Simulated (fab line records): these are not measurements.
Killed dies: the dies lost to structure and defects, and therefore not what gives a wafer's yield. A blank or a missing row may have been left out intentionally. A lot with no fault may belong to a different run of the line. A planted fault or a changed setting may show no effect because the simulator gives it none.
Struck lot and sound lot, side by side || flow n5Finfet || 40 steps out of a route of 1938
Sound: these wafers, L731.1, L731.2, L731.4. Struck: wafer L715.3; the same lot's L715.2 was not struck, so it is left out; see the end for the cause.
Order at every step that has rows: each side's tool, ch and its chambers, its first start. Under that, the readings that differ: sound wafers || struck wafers || difference of the means || sigmas: that difference in standard deviations of wafers without a fault.
alike: same words and numbers on both sides, and readings whose means sit less than 2 such deviations apart. not compared: any withheld reading, any reading some wafer has no value for, any bound like >300 that may hide the same value, and any number with overlapping values for which the record gives no deviation.
The two part at a step that has a row with sigmas, a row that says differs or no value, or rows on one side only. Numbers that have no deviation but don't overlap get no sigmas and don't part them. A reading that every wafer of one side lacks parts them only if that side has two wafers or more.

first, 9 steps without rows for these wafers: N5_BEOL_M4_ANNEAL_95 (time 240 s); N5_BEOL_M4_SPUTTER_96 (material Cu, target thk 4.5 nm, time 8.29 s); N5_BEOL_M4_ECD_50 (material Cu, target thk 300 nm); N5_BEOL_M4_ANNEAL_51 (time 90 s); N5_BEOL_M4_CMP_52 (polishes, stops on SiOC, t overpolish 6.8 s, target thk 40 nm); N5_BEOL_M4_PRE_CLEAN_60 (time 15 s); N5_BEOL_M4_CO_CAP_55 (material Co, precursor CCTBA/H2, target thk 2 nm, time 102.1 s); N5_BEOL_M4_PRE_CLEAN_56 (time 15 s); N5_BEOL_M4_DEP_57 (deposits SiCN from 3MS/NH3, target thk 8 nm, time 14 s).
N5_BEOL_M4_RC_MEAS_101:
  sound on prober-02 ch 0, day 14 07:03; struck on prober-02 ch 0, day 10 10:23
  alike: DIBL_N, DIBL_P, IOFF_N, IOFF_P, ION_N, ION_P, SS_N, SS_P, VT_N, VT_P
then, 24 steps without rows for these wafers: N5_BEOL_M5_ILD_DEP_00 (deposits SiCOH lowk from DEMS/porogen, target thk 140.64 nm, time 25.9 s); N5_BEOL_M5_CURE_79 (cures SiCOH lowk, time 240 s); N5_BEOL_M5_PECVD_70 (deposits SiO2 from TEOS/O2, target thk 16 nm, time 18 s); N5_BEOL_M5_HM_DEP_02 (deposits TiN, target thk 20 nm); N5_BEOL_M5_COAT_59 (time 60 s, resist thk 60 nm); N5_BEOL_M5_COAT_60 (time 60 s, resist thk 12 nm); N5_BEOL_M5_COAT_71 (time 60 s, resist thk 5 nm); N5_BEOL_M5_COAT_05 (resist thk 30 nm); N5_BEOL_M5_EBR_07; N5_BEOL_M5_SOFTBAKE_06 (time 60 s); N5_BEOL_M5_EXPOSE_08 (exposes mask M5, target cd 28 nm); N5_BEOL_M5_PEB_09 (peb time 60 s); N5_BEOL_M5_DEVELOP_10 (develop time 30 s); N5_BEOL_M5_DESCUM_16 (chemistry O2, time 7 s); N5_BEOL_M5_ETCH_72 (etches underlayer in N2/H2, target depth 6.5 nm, time 5.2 s); N5_BEOL_M5_ETCH_61 (etches SiARC in CF4, target depth 15.6 nm, time 26 s); N5_BEOL_M5_ETCH_62 (etches SOC in N2/H2, target depth 75 nm, overetch 15 nm, time 112.5 s); N5_BEOL_M5_STRIP_63 (strips in N2/H2); N5_BEOL_M5_STRIP_73 (strips in N2/H2); N5_BEOL_M5_STRIP_64 (strips in CF4); N5_BEOL_M5_HM_OPEN_17 (chemistry Cl2/BCl3, target TiN, target depth 20 nm, overetch 6 nm); N5_BEOL_M5_STRIP_19 (strips in O2); N5_BEOL_M5_COAT_65 (time 60 s, resist thk 60 nm); N5_BEOL_M5_COAT_66 (time 60 s, resist thk 12 nm).
-- the record jumps here: 3 days lie between the struck wafers' starts before and after (it left off in module BEOL_M5 and takes up again in module BEOL_M14, whose first step shown is number 1753 of the route) --
N5_BEOL_M14_TRENCH_ETCH_34: etches SiO2 in C4F8/O2/Ar, target depth 556.65 nm, time 126.9 s.
  sound on rieDiel-04 ch 1,2,3, day 17 04:59; struck on rieDiel-04 ch 2, day 13 18:49
{"reading": "oesProductAu (a.u.)", "sound": "0.75 0.93 0.81", "struck": 0.67, "difference": -0.16, "sigmas": -2}
{"reading": "rfHoursCounterH (h)", "sound": "163 9 64", "struck": 233, "difference": "+154", "sigmas": ""}
{"reading": "model.etch.depthNm (nm)", "sound": "544.8 550.8 557.8", "struck": 147.9, "difference": -403.2, "sigmas": ""}
  alike: drypumpMotorCurrentA, rfVppV, showerheadPlenumPTorr, throttleValvePct
N5_BEOL_M14_OCD_MEAS_35:
  sound on ocd-02 at day 17 05:08; struck on ocd-01 at day 13 18:59
{"reading": "trenchDepthNm (nm)", "sound": "545 551 558", "struck": 148, "difference": -403, "sigmas": -24}
N5_BEOL_M14_CMP_49: polishes, stops on SiO2, t overpolish 5.2 s, target thk 560 nm.
  sound on cmp-03 ch 0,1,3, day 17 10:42; struck on cmp-01 ch 3, day 13 22:53
{"reading": "timeToEndpointS (s)", "sound": "129 128 126", "struck": 114, "difference": -14, "sigmas": -3}
{"reading": "model.Cu_of_BEOL_M14_ECD_47.thkNm (nm)", "sound": "549 555.2 562.2", "struck": 150, "difference": -405, "sigmas": ""}
  alike: barrierFieldEndpointS, clearingPlatenRpm, motorCurrentA, overpolishRunS
N5_BEOL_M14_THK_MEAS_50: measures by xrf.
  sound on filmMetro-01 at day 17 10:57; struck on filmMetro-01 at day 13 23:11
{"reading": "M14_THK (nm)", "sound": "562 568 575", "struck": 152, "difference": -416, "sigmas": -23}
N5_BEOL_M14_RS_MEAS_54: uses a four-point probe to measure.
  sound on filmMetro-01 at day 17 11:05; struck on filmMetro-02 at day 13 23:19
{"reading": "M14_RS (ohm/sq)", "sound": "0.0340 0.0336 0.0331", "struck": 0.1328, "difference": "+0.0992", "sigmas": "+99 or more"}
N5_PASSIVATION_PROBE_49:
  rows exist in the record for the struck wafers here (prober-01, day 14 19:25), but not for the sound ones

== WHERE THEY PART ==
Last at N5_PASSIVATION_PROBE_49 as far as this record goes, first at N5_BEOL_M14_TRENCH_ETCH_34.

WHY: the cause the simulator had injected
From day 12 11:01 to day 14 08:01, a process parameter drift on rieDiel-04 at N5_BEOL_M14_TRENCH_ETCH_34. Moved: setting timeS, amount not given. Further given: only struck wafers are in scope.
